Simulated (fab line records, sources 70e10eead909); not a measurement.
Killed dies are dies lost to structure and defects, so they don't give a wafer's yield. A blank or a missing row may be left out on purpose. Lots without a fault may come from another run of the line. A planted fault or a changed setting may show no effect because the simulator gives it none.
Chamber matching | flow nand_harc | NHARC_P_BONDPAD_DEP_00 on pecvd-03: 3 sister chambers
The step deposits SiCN, target thk 250 nm. 14 wafers are shown with their chamber, then 7 later ones without.

WAFERS WITH THEIR CHAMBER
wafer  | chamber | heater_power_w (W)
L081.1 | 0       | 522
L081.3 | 2       | 530
L081.6 | 0       | 556
L080.1 | 2       | 561
L080.2 | 0       | 543
L080.3 | 2       | 458
L083.2 | 0       | 595
L083.4 | 2       | 553
L083.5 | 0       | 598
L085.1 | 2       | 493
L085.2 | 1       | 545
L085.6 | 2       | 503
L087.3 | 0       | 605
L087.5 | 0       | 600

SIGNATURES (means of the wafers above)
reading        | chamber 0 | chamber 1 | chamber 2 | scatter within a chamber
heater_power_w | 574.14    | 545.00    | 516.33    | 36
Rule: a wafer's distance from a chamber is the root of the sum, over the readings, of the square of ((its reading less the chamber's mean) divided by the reading's scatter). The wafer belongs to the nearest chamber; if the next one is less than 2 further off, it can't be placed. The scatter: the root of (the sum of the squares of (reading less its chamber's mean) over the shown wafers, divided by (wafers less chambers)).

WAFERS WITHOUT THEIR CHAMBER
wafer  | heater_power_w (W)
L087.6 | 575
L091.2 | 553
L091.5 | 571
L091.6 | 550
L093.3 | 546
L093.4 | 635
L093.5 | 606

WHICH CHAMBER EACH WENT THROUGH
wafer  | from the rows above          | in truth
L087.6 | can't be placed: 0 or 1 or 2 | 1
L091.2 | can't be placed: 1 or 0 or 2 | 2
L091.5 | can't be placed: 0 or 1 or 2 | 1
L091.6 | can't be placed: 1 or 0 or 2 | 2
L093.3 | can't be placed: 1 or 0 or 2 | 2
L093.4 | can't be placed: 0 or 1 or 2 | 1
L093.5 | can't be placed: 0 or 1 or 2 | 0
Placed correctly: 0 of 7. Can't be placed from these rows: 7 (the true chamber is among the candidates in 7). Placed wrongly: 0.
